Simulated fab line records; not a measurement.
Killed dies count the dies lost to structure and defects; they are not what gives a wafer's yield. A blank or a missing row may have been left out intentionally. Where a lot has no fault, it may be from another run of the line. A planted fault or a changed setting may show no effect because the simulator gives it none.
Matching of chambers | flow n5 finfet | 4 sister chambers for N5_BEOL_M15_CMP_49 on cmp-02
The step polishes, stops on SiO2, t overpolish 4.9 s, target thk 850 nm. 8 wafers are shown with their chamber, then 7 later ones without.

EACH WAFER AND ITS CHAMBER
wafer  | chamber | motor current A (A) | barrier field endpoint s (s)
L076.3 | 1       | 7.9                 | 11.7
L087.3 | 3       | 8.6                 | 11.2
L087.6 | 1       | 8.0                 | 11.4
L095.1 | 2       | 8.3                 | 11.5
L095.2 | 3       | 9.1                 | 11.7
L095.4 | 0       | 8.0                 | 11.7
L094.2 | 2       | 8.0                 | 11.2
L094.3 | 0       | 7.6                 | 11.4

WAFERS MISSING THEIR CHAMBER
wafer  | motor current A (A) | barrier field endpoint s (s)
L094.5 | 9.2                 | 11.3
L093.1 | 8.2                 | 11.4
L093.5 | 8.8                 | 11.5
L093.6 | 7.3                 | 11.8
L096.4 | 8.8                 | 11.1
L096.5 | 7.7                 | 11.2
L096.6 | 7.9                 | 11.3

CHAMBER TAKEN BY EACH
wafer  | from the rows above          | in truth
L094.5 | 3                            | 3
L093.1 | can't be placed: 2 or 1 or 0 | 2
L093.5 | 3                            | 3
L093.6 | can't be placed: 0 or 1 or 2 | 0
L096.4 | can't be placed: 3 or 2      | 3
L096.5 | can't be placed: 0 or 1 or 2 | 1
L096.6 | can't be placed: 1 or 2 or 0 | 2
Correct placement for 2 of the 7. Cannot be placed on the basis of these rows: 5; the candidates contain the true chamber in 5. Placed wrongly: 0.
How it was worked out, from the rows above alone: a wafer's distance from a chamber is the root of the sum, over the readings, of the square of ((its reading less the chamber's mean) divided by the reading's scatter). The wafer belongs to the nearest chamber; if the next one is less than 2 further off, it can't be placed. A chamber's mean is the mean of its shown wafers. The scatter: take each reading less its chamber's mean, square it, sum over the shown wafers, divide by the number of wafers less the number of chambers, and take the root.
